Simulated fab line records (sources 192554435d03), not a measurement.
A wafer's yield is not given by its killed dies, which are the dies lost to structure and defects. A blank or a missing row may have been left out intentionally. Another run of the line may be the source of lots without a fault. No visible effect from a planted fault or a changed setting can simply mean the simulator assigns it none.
Which tool is to blame? :: flow n5-finfet :: 72 wafers from 24 lots sampled at 6 of the route's 1938 steps

== WHAT EACH GAUGE READ, for each wafer ==
N5_BEOL_M5_THK_MEAS_53: measures by xrf.
lot: L074
measured: day 8 15:44
on: film-metro-02
M5_THK (nm): 60.8 58.6 59.5

lot: L077
measured: day 9 01:26
on: film-metro-01
M5_THK (nm): 61.9 61.2 59.0

lot: L076
measured: day 9 05:18
on: film-metro-02
M5_THK (nm): 60.9 62.4 60.1

lot: L075
measured: day 9 12:13
on: film-metro-02
M5_THK (nm): 62.2 61.8 59.1

lot: L078
measured: day 9 15:13
on: film-metro-01
M5_THK (nm): 58.5 61.7 59.3

lot: L080
measured: day 9 17:50
on: film-metro-02
M5_THK (nm): 59.5 65.1 63.4

lot: L079
measured: day 9 18:23
on: film-metro-01
M5_THK (nm): 62.7 60.5 63.4

lot: L081
measured: day 9 22:36
on: film-metro-01
M5_THK (nm): 62.8 61.1 61.0

lot: L082
measured: day 10 06:37
on: film-metro-01
M5_THK (nm): 60.0 63.1 60.8

lot: L083
measured: day 10 17:05
on: film-metro-01
M5_THK (nm): 62.7 60.3 61.2

lot: L085
measured: day 11 02:35
on: film-metro-01
M5_THK (nm): 61.0 61.0 59.5

lot: L086
measured: day 11 13:47
on: film-metro-02
M5_THK (nm): 59.2 60.3 57.8

lot: L084
measured: day 11 22:04
on: film-metro-01
M5_THK (nm): 57.6 59.6 57.5

lot: L088
measured: day 11 22:31
on: film-metro-02
M5_THK (nm): 59.3 58.9 62.4

lot: L087
measured: day 11 22:55
on: film-metro-02
M5_THK (nm): 63.3 65.3 62.5

lot: L090
measured: day 12 03:52
on: film-metro-02
M5_THK (nm): 61.1 58.5 59.9

lot: L089
measured: day 12 07:39
on: film-metro-01
M5_THK (nm): 59.5 60.1 59.7

lot: L091
measured: day 12 19:04
on: film-metro-01
M5_THK (nm): 60.0 58.0 60.2

lot: L092
measured: day 13 03:25
on: film-metro-01
M5_THK (nm): 59.8 59.3 62.2

lot: L093
measured: day 13 10:25
on: film-metro-02
M5_THK (nm): 60.4 58.2 61.1

lot: L094
measured: day 13 12:37
on: film-metro-01
M5_THK (nm): 59.9 62.9 63.4

lot: L095
measured: day 13 17:43
on: film-metro-01
M5_THK (nm): 61.5 60.3 61.1

lot: L096
measured: day 13 20:25
on: film-metro-01
M5_THK (nm): 57.3 60.7 59.7

lot: L097
measured: day 14 12:19
on: film-metro-02
M5_THK (nm): 66.0 61.4 66.5

N5_BEOL_M6_RS_MEAS_57: measures by four-point-probe.
lot: L074
measured: day 8 21:53
on: film-metro-02
M6_RS (ohm/sq): 0.303 0.298 0.292

lot: L077
measured: day 9 11:49
on: film-metro-02
M6_RS (ohm/sq): 0.292 0.289 0.290

lot: L076
measured: day 9 14:26
on: film-metro-02
M6_RS (ohm/sq): 0.278 0.279 0.285

lot: L075
measured: day 9 21:17
on: film-metro-02
M6_RS (ohm/sq): 0.279 0.284 0.288

lot: L078
measured: day 9 22:21
on: film-metro-01
M6_RS (ohm/sq): 0.285 0.293 0.293

lot: L080
measured: day 10 03:42
on: film-metro-02
M6_RS (ohm/sq): 0.280 0.282 0.277

lot: L079
measured: day 10 03:14
on: film-metro-02
M6_RS (ohm/sq): 0.286 0.287 0.280

lot: L081
measured: day 10 07:25
on: film-metro-02
M6_RS (ohm/sq): 0.288 0.285 0.290

lot: L082
measured: day 10 16:01
on: film-metro-01
M6_RS (ohm/sq): 0.297 0.288 0.293

lot: L083
measured: day 10 23:38
on: film-metro-01
M6_RS (ohm/sq): 0.299 0.300 0.300

lot: L085
measured: day 11 10:20
on: film-metro-02
M6_RS (ohm/sq): 0.290 0.286 0.289

lot: L086
measured: day 11 23:38
on: film-metro-01
M6_RS (ohm/sq): 0.291 0.301 0.288

lot: L084
measured: day 12 07:53
on: film-metro-01
M6_RS (ohm/sq): 0.297 0.290 0.294

lot: L088
measured: day 12 08:05
on: film-metro-02
M6_RS (ohm/sq): 0.300 0.302 0.289

lot: L087
measured: day 12 09:58
on: film-metro-02
M6_RS (ohm/sq): 0.306 0.295 0.304

lot: L090
measured: day 12 11:58
on: film-metro-02
M6_RS (ohm/sq): 0.284 0.291 0.298

lot: L089
measured: day 12 14:16
on: film-metro-01
M6_RS (ohm/sq): 0.301 0.294 0.291

lot: L091
measured: day 13 02:49
on: film-metro-01
M6_RS (ohm/sq): 0.283 0.294 0.292

lot: L092
measured: day 13 13:41
on: film-metro-02
M6_RS (ohm/sq): 0.305 0.300 0.299

lot: L093
measured: day 13 20:11
on: film-metro-01
M6_RS (ohm/sq): 0.294 0.290 0.286

lot: L094
measured: day 13 21:10
on: film-metro-02
M6_RS (ohm/sq): 0.278 0.285 0.282

lot: L095
measured: day 14 04:16
on: film-metro-02
M6_RS (ohm/sq): 0.285 0.287 0.289

lot: L096
measured: day 14 04:38
on: film-metro-02
M6_RS (ohm/sq): 0.293 0.298 0.289

lot: L097
measured: day 14 20:40
on: film-metro-01
M6_RS (ohm/sq): 0.285 0.281 0.300

== WHICH TOOL RAN EACH LOT (tool, then ch and the chambers of the sampled wafers, then the start) ==
lot: L074
N5_BEOL_M6_HM_OPEN_17: rie-metal-01 ch 0,1, day 8 17:35
N5_BEOL_M6_STRIP_36: rie-diel-04 ch 1,2,3, day 8 19:01
N5_BEOL_M6_DEGAS_44: pvd-sputter-02, day 8 19:53
N5_BEOL_M6_SPUTTER_48: pvd-sputter-03, day 8 20:56

lot: L077
N5_BEOL_M6_HM_OPEN_17: rie-metal-01 ch 0,1, day 9 05:22
N5_BEOL_M6_STRIP_36: rie-diel-05 ch 1,3, day 9 08:19
N5_BEOL_M6_DEGAS_44: pvd-sputter-02, day 9 09:07
N5_BEOL_M6_SPUTTER_48: pvd-sputter-01, day 9 09:53

lot: L076
N5_BEOL_M6_HM_OPEN_17: rie-metal-01 ch 0,1, day 9 08:55
N5_BEOL_M6_STRIP_36: rie-diel-02 ch 0,1, day 9 10:32
N5_BEOL_M6_DEGAS_44: pvd-sputter-01, day 9 11:55
N5_BEOL_M6_SPUTTER_48: pvd-sputter-03, day 9 12:49

lot: L075
N5_BEOL_M6_HM_OPEN_17: rie-metal-03 ch 0,1, day 9 15:45
N5_BEOL_M6_STRIP_36: rie-diel-02 ch 0,3, day 9 16:49
N5_BEOL_M6_DEGAS_44: pvd-sputter-03, day 9 19:24
N5_BEOL_M6_SPUTTER_48: pvd-sputter-03, day 9 20:20

lot: L078
N5_BEOL_M6_HM_OPEN_17: rie-metal-02 ch 0,1, day 9 18:10
N5_BEOL_M6_STRIP_36: rie-diel-05 ch 2,3, day 9 19:28
N5_BEOL_M6_DEGAS_44: pvd-sputter-03, day 9 20:16
N5_BEOL_M6_SPUTTER_48: pvd-sputter-01, day 9 21:08

lot: L080
N5_BEOL_M6_HM_OPEN_17: rie-metal-01 ch 1, day 9 21:08
N5_BEOL_M6_STRIP_36: rie-diel-02 ch 0,1,3, day 10 01:07
N5_BEOL_M6_DEGAS_44: pvd-sputter-01, day 10 02:07
N5_BEOL_M6_SPUTTER_48: pvd-sputter-01, day 10 02:46

lot: L079
N5_BEOL_M6_HM_OPEN_17: rie-metal-02 ch 0,1, day 9 21:33
N5_BEOL_M6_STRIP_36: rie-diel-02 ch 0,1,2, day 10 00:43
N5_BEOL_M6_DEGAS_44: pvd-sputter-02, day 10 01:30
N5_BEOL_M6_SPUTTER_48: pvd-sputter-01, day 10 02:18

lot: L081
N5_BEOL_M6_HM_OPEN_17: rie-metal-01 ch 0,1, day 10 01:37
N5_BEOL_M6_STRIP_36: rie-diel-05 ch 1,2,3, day 10 04:04
N5_BEOL_M6_DEGAS_44: pvd-sputter-01, day 10 05:22
N5_BEOL_M6_SPUTTER_48: pvd-sputter-02, day 10 06:02

lot: L082
N5_BEOL_M6_HM_OPEN_17: rie-metal-02 ch 0,1, day 10 10:05
N5_BEOL_M6_STRIP_36: rie-diel-04 ch 1,3, day 10 12:08
N5_BEOL_M6_DEGAS_44: pvd-sputter-03, day 10 14:27
N5_BEOL_M6_SPUTTER_48: pvd-sputter-03, day 10 15:04

lot: L083
N5_BEOL_M6_HM_OPEN_17: rie-metal-02 ch 0,1, day 10 19:25
N5_BEOL_M6_STRIP_36: rie-diel-04 ch 1,3, day 10 21:12
N5_BEOL_M6_DEGAS_44: pvd-sputter-02, day 10 22:04
N5_BEOL_M6_SPUTTER_48: pvd-sputter-02, day 10 22:41

lot: L085
N5_BEOL_M6_HM_OPEN_17: rie-metal-01 ch 0,1, day 11 06:04
N5_BEOL_M6_STRIP_36: rie-diel-02 ch 1,2,3, day 11 08:04
N5_BEOL_M6_DEGAS_44: pvd-sputter-01, day 11 08:49
N5_BEOL_M6_SPUTTER_48: pvd-sputter-03, day 11 09:25

lot: L086
N5_BEOL_M6_HM_OPEN_17: rie-metal-01 ch 1, day 11 16:31
N5_BEOL_M6_STRIP_36: rie-diel-04 ch 0,1,2, day 11 21:03
N5_BEOL_M6_DEGAS_44: pvd-sputter-01, day 11 21:57
N5_BEOL_M6_SPUTTER_48: pvd-sputter-03, day 11 22:35

lot: L084
N5_BEOL_M6_HM_OPEN_17: rie-metal-03 ch 0, day 12 02:04
N5_BEOL_M6_STRIP_36: rie-diel-05 ch 1,2,3, day 12 03:42
N5_BEOL_M6_DEGAS_44: pvd-sputter-01, day 12 06:14
N5_BEOL_M6_SPUTTER_48: pvd-sputter-01, day 12 06:57

lot: L088
N5_BEOL_M6_HM_OPEN_17: rie-metal-02 ch 0,1, day 12 02:20
N5_BEOL_M6_STRIP_36: rie-diel-05 ch 2,3, day 12 04:05
N5_BEOL_M6_DEGAS_44: pvd-sputter-01, day 12 06:28
N5_BEOL_M6_SPUTTER_48: pvd-sputter-01, day 12 07:08

lot: L087
N5_BEOL_M6_HM_OPEN_17: rie-metal-01 ch 1, day 12 02:38
N5_BEOL_M6_STRIP_36: rie-diel-05 ch 2,3, day 12 06:15
N5_BEOL_M6_DEGAS_44: pvd-sputter-03, day 12 07:17
N5_BEOL_M6_SPUTTER_48: pvd-sputter-02, day 12 08:07

lot: L090
N5_BEOL_M6_HM_OPEN_17: rie-metal-01 ch 0,1, day 12 07:55
N5_BEOL_M6_STRIP_36: rie-diel-05 ch 0,1,2, day 12 09:28
N5_BEOL_M6_DEGAS_44: pvd-sputter-03, day 12 10:24
N5_BEOL_M6_SPUTTER_48: pvd-sputter-01, day 12 11:02

lot: L089
N5_BEOL_M6_HM_OPEN_17: rie-metal-01 ch 0,1, day 12 10:26
N5_BEOL_M6_STRIP_36: rie-diel-05 ch 0,2, day 12 11:15
N5_BEOL_M6_DEGAS_44: pvd-sputter-03, day 12 12:38
N5_BEOL_M6_SPUTTER_48: pvd-sputter-03, day 12 13:19

lot: L091
N5_BEOL_M6_HM_OPEN_17: rie-metal-02 ch 0,1, day 12 22:08
N5_BEOL_M6_STRIP_36: rie-diel-02 ch 0,1,3, day 13 00:03
N5_BEOL_M6_DEGAS_44: pvd-sputter-02, day 13 01:04
N5_BEOL_M6_SPUTTER_48: pvd-sputter-03, day 13 01:53

lot: L092
N5_BEOL_M6_HM_OPEN_17: rie-metal-01 ch 0,1, day 13 07:11
N5_BEOL_M6_STRIP_36: rie-diel-04 ch 0,2,3, day 13 10:37
N5_BEOL_M6_DEGAS_44: pvd-sputter-01, day 13 11:54
N5_BEOL_M6_SPUTTER_48: pvd-sputter-01, day 13 12:32

lot: L093
N5_BEOL_M6_HM_OPEN_17: rie-metal-02 ch 0,1, day 13 12:53
N5_BEOL_M6_STRIP_36: rie-diel-04 ch 0,2,3, day 13 16:24
N5_BEOL_M6_DEGAS_44: pvd-sputter-03, day 13 17:25
N5_BEOL_M6_SPUTTER_48: pvd-sputter-02, day 13 19:14

lot: L094
N5_BEOL_M6_HM_OPEN_17: rie-metal-02 ch 0,1, day 13 16:10
N5_BEOL_M6_STRIP_36: rie-diel-04 ch 0,2,3, day 13 17:11
N5_BEOL_M6_DEGAS_44: pvd-sputter-01, day 13 19:39
N5_BEOL_M6_SPUTTER_48: pvd-sputter-02, day 13 20:13

lot: L095
N5_BEOL_M6_HM_OPEN_17: rie-metal-01 ch 0,1, day 13 20:59
N5_BEOL_M6_STRIP_36: rie-diel-04 ch 0,2,3, day 14 00:22
N5_BEOL_M6_DEGAS_44: pvd-sputter-02, day 14 01:18
N5_BEOL_M6_SPUTTER_48: pvd-sputter-01, day 14 02:17

lot: L096
N5_BEOL_M6_HM_OPEN_17: rie-metal-01 ch 0,1, day 14 00:47
N5_BEOL_M6_STRIP_36: rie-diel-04 ch 0,2,3, day 14 01:42
N5_BEOL_M6_DEGAS_44: pvd-sputter-01, day 14 02:41
N5_BEOL_M6_SPUTTER_48: pvd-sputter-01, day 14 03:23

lot: L097
N5_BEOL_M6_HM_OPEN_17: rie-metal-02 ch 0,1, day 14 15:35
N5_BEOL_M6_STRIP_36: rie-diel-02 ch 0,1,3, day 14 18:01
N5_BEOL_M6_DEGAS_44: pvd-sputter-01, day 14 19:01
N5_BEOL_M6_SPUTTER_48: pvd-sputter-01, day 14 19:38
- N5_BEOL_M6_HM_OPEN_17: chemistry Cl2/BCl3, target TiN, target depth 20 nm, overetch 6 nm.
- N5_BEOL_M6_STRIP_36: strips in N2/H2.
- N5_BEOL_M6_DEGAS_44: time 60 s.
- N5_BEOL_M6_SPUTTER_48: material Cu, target thk 10 nm, time 1.667 s.

== WHAT THE TOOLS THEMSELVES READ (means of the sampled wafers that have a number; where no wafer has one, the mark that the record gives instead) ==
N5_BEOL_M6_HM_OPEN_17.
lot: L074
tool: rie-metal-01
bcl3-flow-sccm (sccm): 21.75
drypump-motor-current-A (A): 5.6
oes-product-au (a.u.): 0.58
throttle-valve-pct (%): 22.45

lot: L077
tool: rie-metal-01
bcl3-flow-sccm (sccm): 21.84
drypump-motor-current-A (A): 5.6
oes-product-au (a.u.): 0.56
throttle-valve-pct (%): 22.46

lot: L076
tool: rie-metal-01
bcl3-flow-sccm (sccm): 21.73
drypump-motor-current-A (A): 5.6
oes-product-au (a.u.): 0.56
throttle-valve-pct (%): 22.46

lot: L075
tool: rie-metal-03
bcl3-flow-sccm (sccm): 21.68
drypump-motor-current-A (A): 6.0
oes-product-au (a.u.): 0.64
throttle-valve-pct (%): 22.41

lot: L078
tool: rie-metal-02
bcl3-flow-sccm (sccm): 21.79
drypump-motor-current-A (A): 5.7
oes-product-au (a.u.): 0.66
throttle-valve-pct (%): 22.30

lot: L080
tool: rie-metal-01
bcl3-flow-sccm (sccm): 21.78
drypump-motor-current-A (A): 6.0
oes-product-au (a.u.): 0.58
throttle-valve-pct (%): 22.44

lot: L079
tool: rie-metal-02
bcl3-flow-sccm (sccm): 21.76
drypump-motor-current-A (A): 5.7
oes-product-au (a.u.): 0.66
throttle-valve-pct (%): 22.32

lot: L081
tool: rie-metal-01
bcl3-flow-sccm (sccm): 21.73
drypump-motor-current-A (A): 5.7
oes-product-au (a.u.): 0.56
throttle-valve-pct (%): 22.46

lot: L082
tool: rie-metal-02
bcl3-flow-sccm (sccm): 21.74
drypump-motor-current-A (A): 5.7
oes-product-au (a.u.): 0.66
throttle-valve-pct (%): 22.32

lot: L083
tool: rie-metal-02
bcl3-flow-sccm (sccm): 21.70
drypump-motor-current-A (A): 5.7
oes-product-au (a.u.): 0.65
throttle-valve-pct (%): 22.35

lot: L085
tool: rie-metal-01
bcl3-flow-sccm (sccm): 21.75
drypump-motor-current-A (A): 5.3
oes-product-au (a.u.): 0.54
throttle-valve-pct (%): 22.49

lot: L086
tool: rie-metal-01
bcl3-flow-sccm (sccm): 21.84
drypump-motor-current-A (A): 6.0
oes-product-au (a.u.): 0.57
throttle-valve-pct (%): 22.45

lot: L084
tool: rie-metal-03
bcl3-flow-sccm (sccm): 21.72
drypump-motor-current-A (A): 6.0
oes-product-au (a.u.): 0.70
throttle-valve-pct (%): 22.50

lot: L088
tool: rie-metal-02
bcl3-flow-sccm (sccm): 21.82
drypump-motor-current-A (A): 5.7
oes-product-au (a.u.): 0.64
throttle-valve-pct (%): 22.34

lot: L087
tool: rie-metal-01
bcl3-flow-sccm (sccm): 21.82
drypump-motor-current-A (A): 6.0
oes-product-au (a.u.): 0.57
throttle-valve-pct (%): 22.44

lot: L090
tool: rie-metal-01
bcl3-flow-sccm (sccm): 21.81
drypump-motor-current-A (A): 5.7
oes-product-au (a.u.): 0.66
throttle-valve-pct (%): 22.30

lot: L089
tool: rie-metal-01
bcl3-flow-sccm (sccm): 21.68
drypump-motor-current-A (A): 5.3
oes-product-au (a.u.): 0.75
throttle-valve-pct (%): 22.15

lot: L091
tool: rie-metal-02
bcl3-flow-sccm (sccm): 21.69
drypump-motor-current-A (A): 5.9
oes-product-au (a.u.): 0.69
throttle-valve-pct (%): 22.18

lot: L092
tool: rie-metal-01
bcl3-flow-sccm (sccm): 21.79
drypump-motor-current-A (A): 5.3
oes-product-au (a.u.): 0.74
throttle-valve-pct (%): 22.16

lot: L093
tool: rie-metal-02
bcl3-flow-sccm (sccm): 21.73
drypump-motor-current-A (A): 5.9
oes-product-au (a.u.): 0.69
throttle-valve-pct (%): 22.18

lot: L094
tool: rie-metal-02
bcl3-flow-sccm (sccm): 21.79
drypump-motor-current-A (A): 5.7
oes-product-au (a.u.): 0.63
throttle-valve-pct (%): 22.34

lot: L095
tool: rie-metal-01
bcl3-flow-sccm (sccm): 21.78
drypump-motor-current-A (A): 5.6
oes-product-au (a.u.): 0.64
throttle-valve-pct (%): 22.30

lot: L096
tool: rie-metal-01
bcl3-flow-sccm (sccm): 21.78
drypump-motor-current-A (A): 5.3
oes-product-au (a.u.): 0.71
throttle-valve-pct (%): 22.17

lot: L097
tool: rie-metal-02
bcl3-flow-sccm (sccm): 21.72
drypump-motor-current-A (A): 5.7
oes-product-au (a.u.): 0.62
throttle-valve-pct (%): 22.37

N5_BEOL_M6_STRIP_36.
lot: L074
tool: rie-diel-04
drypump-motor-current-A (A): 5.2
oes-product-au (a.u.): 0.78
rf-vpp-V (V): 58.7
showerhead-plenum-p-Torr (Torr): 2.49
throttle-valve-pct (%): 23.50

lot: L077
tool: rie-diel-05
drypump-motor-current-A (A): 5.6
oes-product-au (a.u.): 0.79
rf-vpp-V (V): 59.3
showerhead-plenum-p-Torr (Torr): 2.52
throttle-valve-pct (%): 23.75

lot: L076
tool: rie-diel-02
drypump-motor-current-A (A): 5.4
oes-product-au (a.u.): 0.76
rf-vpp-V (V): 59.3
showerhead-plenum-p-Torr (Torr): 2.48
throttle-valve-pct (%): 23.83

lot: L075
tool: rie-diel-02
drypump-motor-current-A (A): 5.6
oes-product-au (a.u.): 0.77
rf-vpp-V (V): 59.9
showerhead-plenum-p-Torr (Torr): 2.47
throttle-valve-pct (%): 23.86

lot: L078
tool: rie-diel-05
drypump-motor-current-A (A): 5.8
oes-product-au (a.u.): 0.77
rf-vpp-V (V): 59.8
showerhead-plenum-p-Torr (Torr): 2.65
throttle-valve-pct (%): 23.65

lot: L080
tool: rie-diel-02
drypump-motor-current-A (A): 5.4
oes-product-au (a.u.): 0.81
rf-vpp-V (V): 59.6
showerhead-plenum-p-Torr (Torr): 2.52
throttle-valve-pct (%): 23.57

lot: L079
tool: rie-diel-02
drypump-motor-current-A (A): 5.5
oes-product-au (a.u.): 0.76
rf-vpp-V (V): 58.2
showerhead-plenum-p-Torr (Torr): 2.55
throttle-valve-pct (%): 23.69

lot: L081
tool: rie-diel-05
drypump-motor-current-A (A): 5.7
oes-product-au (a.u.): 0.78
rf-vpp-V (V): 58.8
showerhead-plenum-p-Torr (Torr): 2.58
throttle-valve-pct (%): 23.72

lot: L082
tool: rie-diel-04
drypump-motor-current-A (A): 5.6
oes-product-au (a.u.): 0.70
rf-vpp-V (V): 58.4
showerhead-plenum-p-Torr (Torr): 2.47
throttle-valve-pct (%): 23.59

lot: L083
tool: rie-diel-04
drypump-motor-current-A (A): 5.6
oes-product-au (a.u.): 0.69
rf-vpp-V (V): 59.5
showerhead-plenum-p-Torr (Torr): 2.47
throttle-valve-pct (%): 23.59

lot: L085
tool: rie-diel-02
drypump-motor-current-A (A): 5.4
oes-product-au (a.u.): 0.79
rf-vpp-V (V): 60.2
showerhead-plenum-p-Torr (Torr): 2.59
throttle-valve-pct (%): 23.44

lot: L086
tool: rie-diel-04
drypump-motor-current-A (A): 5.3
oes-product-au (a.u.): 0.74
rf-vpp-V (V): 58.5
showerhead-plenum-p-Torr (Torr): 2.49
throttle-valve-pct (%): 23.64

lot: L084
tool: rie-diel-05
drypump-motor-current-A (A): 5.7
oes-product-au (a.u.): 0.75
rf-vpp-V (V): 59.5
showerhead-plenum-p-Torr (Torr): 2.58
throttle-valve-pct (%): 23.73

lot: L088
tool: rie-diel-05
drypump-motor-current-A (A): 5.8
oes-product-au (a.u.): 0.79
rf-vpp-V (V): 59.4
showerhead-plenum-p-Torr (Torr): 2.67
throttle-valve-pct (%): 23.62

lot: L087
tool: rie-diel-05
drypump-motor-current-A (A): 5.8
oes-product-au (a.u.): 0.79
rf-vpp-V (V): 61.2
showerhead-plenum-p-Torr (Torr): 2.67
throttle-valve-pct (%): 23.63

lot: L090
tool: rie-diel-05
drypump-motor-current-A (A): 5.5
oes-product-au (a.u.): 0.72
rf-vpp-V (V): 60.8
showerhead-plenum-p-Torr (Torr): 2.53
throttle-valve-pct (%): 23.60

lot: L089
tool: rie-diel-05
drypump-motor-current-A (A): 5.6
oes-product-au (a.u.): 0.71
rf-vpp-V (V): 58.2
showerhead-plenum-p-Torr (Torr): 2.60
throttle-valve-pct (%): 23.55

lot: L091
tool: rie-diel-02
drypump-motor-current-A (A): 5.3
oes-product-au (a.u.): 0.79
rf-vpp-V (V): 59.5
showerhead-plenum-p-Torr (Torr): 2.51
throttle-valve-pct (%): 23.61

lot: L092
tool: rie-diel-04
drypump-motor-current-A (A): 5.5
oes-product-au (a.u.): 0.72
rf-vpp-V (V): 58.5
showerhead-plenum-p-Torr (Torr): 2.42
throttle-valve-pct (%): 23.64

lot: L093
tool: rie-diel-04
drypump-motor-current-A (A): 5.4
oes-product-au (a.u.): 0.72
rf-vpp-V (V): 59.1
showerhead-plenum-p-Torr (Torr): 2.42
throttle-valve-pct (%): 23.60

lot: L094
tool: rie-diel-04
drypump-motor-current-A (A): 5.5
oes-product-au (a.u.): 0.72
rf-vpp-V (V): 59.8
showerhead-plenum-p-Torr (Torr): 2.42
throttle-valve-pct (%): 23.61

lot: L095
tool: rie-diel-04
drypump-motor-current-A (A): 5.4
oes-product-au (a.u.): 0.71
rf-vpp-V (V): 57.3
showerhead-plenum-p-Torr (Torr): 2.42
throttle-valve-pct (%): 23.62

lot: L096
tool: rie-diel-04
drypump-motor-current-A (A): 5.4
oes-product-au (a.u.): 0.71
rf-vpp-V (V): 59.6
showerhead-plenum-p-Torr (Torr): 2.42
throttle-valve-pct (%): 23.62

lot: L097
tool: rie-diel-02
drypump-motor-current-A (A): 5.3
oes-product-au (a.u.): 0.77
rf-vpp-V (V): 59.9
showerhead-plenum-p-Torr (Torr): 2.51
throttle-valve-pct (%): 23.63

N5_BEOL_M6_DEGAS_44.
lot: L074
tool: pvd-sputter-02
heater-power-w (W): 348

lot: L077
tool: pvd-sputter-02
heater-power-w (W): 396

lot: L076
tool: pvd-sputter-01
heater-power-w (W): 317

lot: L075
tool: pvd-sputter-03
heater-power-w (W): 308

lot: L078
tool: pvd-sputter-03
heater-power-w (W): 359

lot: L080
tool: pvd-sputter-01
heater-power-w (W): 306

lot: L079
tool: pvd-sputter-02
heater-power-w (W): 366

lot: L081
tool: pvd-sputter-01
heater-power-w (W): 321

lot: L082
tool: pvd-sputter-03
heater-power-w (W): 351

lot: L083
tool: pvd-sputter-02
heater-power-w (W): 351

lot: L085
tool: pvd-sputter-01
heater-power-w (W): 318

lot: L086
tool: pvd-sputter-01
heater-power-w (W): 320

lot: L084
tool: pvd-sputter-01
heater-power-w (W): 330

lot: L088
tool: pvd-sputter-01
heater-power-w (W): 319

lot: L087
tool: pvd-sputter-03
heater-power-w (W): 286

lot: L090
tool: pvd-sputter-03
heater-power-w (W): 363

lot: L089
tool: pvd-sputter-03
heater-power-w (W): 362

lot: L091
tool: pvd-sputter-02
heater-power-w (W): 352

lot: L092
tool: pvd-sputter-01
heater-power-w (W): 312

lot: L093
tool: pvd-sputter-03
heater-power-w (W): 307

lot: L094
tool: pvd-sputter-01
heater-power-w (W): 329

lot: L095
tool: pvd-sputter-02
heater-power-w (W): 349

lot: L096
tool: pvd-sputter-01
heater-power-w (W): 332

lot: L097
tool: pvd-sputter-01
heater-power-w (W): 318

N5_BEOL_M6_SPUTTER_48.
lot: L074
tool: pvd-sputter-03
substrate-temp-c (C): -20.02
throttle-valve-pct (%): 29.5

lot: L077
tool: pvd-sputter-01
substrate-temp-c (C): -20.04
throttle-valve-pct (%): 30.3

lot: L076
tool: pvd-sputter-03
substrate-temp-c (C): -20.09
throttle-valve-pct (%): 29.5

lot: L075
tool: pvd-sputter-03
substrate-temp-c (C): -20.01
throttle-valve-pct (%): 29.6

lot: L078
tool: pvd-sputter-01
substrate-temp-c (C): -19.81
throttle-valve-pct (%): 30.5

lot: L080
tool: pvd-sputter-01
substrate-temp-c (C): -20.03
throttle-valve-pct (%): 29.6

lot: L079
tool: pvd-sputter-01
substrate-temp-c (C): -20.02
throttle-valve-pct (%): 30.1

lot: L081
tool: pvd-sputter-02
substrate-temp-c (C): -20.01
throttle-valve-pct (%): 29.6

lot: L082
tool: pvd-sputter-03
substrate-temp-c (C): -19.96
throttle-valve-pct (%): 29.1

lot: L083
tool: pvd-sputter-02
substrate-temp-c (C): -20.06
throttle-valve-pct (%): 29.6

lot: L085
tool: pvd-sputter-03
substrate-temp-c (C): -19.99
throttle-valve-pct (%): 30.0

lot: L086
tool: pvd-sputter-03
substrate-temp-c (C): -19.99
throttle-valve-pct (%): 29.5

lot: L084
tool: pvd-sputter-01
substrate-temp-c (C): -20.09
throttle-valve-pct (%): 30.5

lot: L088
tool: pvd-sputter-01
substrate-temp-c (C): -19.96
throttle-valve-pct (%): 29.7

lot: L087
tool: pvd-sputter-02
substrate-temp-c (C): -20.00
throttle-valve-pct (%): 29.7

lot: L090
tool: pvd-sputter-01
substrate-temp-c (C): -20.01
throttle-valve-pct (%): 30.0

lot: L089
tool: pvd-sputter-03
substrate-temp-c (C): -19.91
throttle-valve-pct (%): 30.8

lot: L091
tool: pvd-sputter-03
substrate-temp-c (C): -20.08
throttle-valve-pct (%): 30.1

lot: L092
tool: pvd-sputter-01
substrate-temp-c (C): -20.03
throttle-valve-pct (%): 29.6

lot: L093
tool: pvd-sputter-02
substrate-temp-c (C): -19.97
throttle-valve-pct (%): 29.8

lot: L094
tool: pvd-sputter-02
substrate-temp-c (C): -20.03
throttle-valve-pct (%): 29.9

lot: L095
tool: pvd-sputter-01
substrate-temp-c (C): -19.95
throttle-valve-pct (%): 29.1

lot: L096
tool: pvd-sputter-01
substrate-temp-c (C): -20.05
throttle-valve-pct (%): 29.2

lot: L097
tool: pvd-sputter-01
substrate-temp-c (C): -19.98
throttle-valve-pct (%): 30.3

== THE ANSWER, worked out from the rows above alone ==
Rule: the usual values come from the lots themselves. The widest of any qualifying gaps counts: lots, ordered by their means at a reading, are off when they make up no more than a third of the lots, leave a main group of 4 or more, and stand apart from it by 3 or more times the standard deviation of that group's means. Not used: any main group whose means are identical at the precision the tables above print for the reading. Also off: a lot with no number at a reading for which 4 or more lots have one. Any other lot the step has rows for is counted as sound. Order of review: gauges by route order, followed by the tools' own readings, for which a lot's mean as printed above is used. The first step at which some lot is off is used, and at that step the reading that is off furthest; a lot without a number counts as furthest.
No lot is off at any reading shown: from this, nothing can be told.

== WHAT THE SIMULATOR HAD PUT IN ==
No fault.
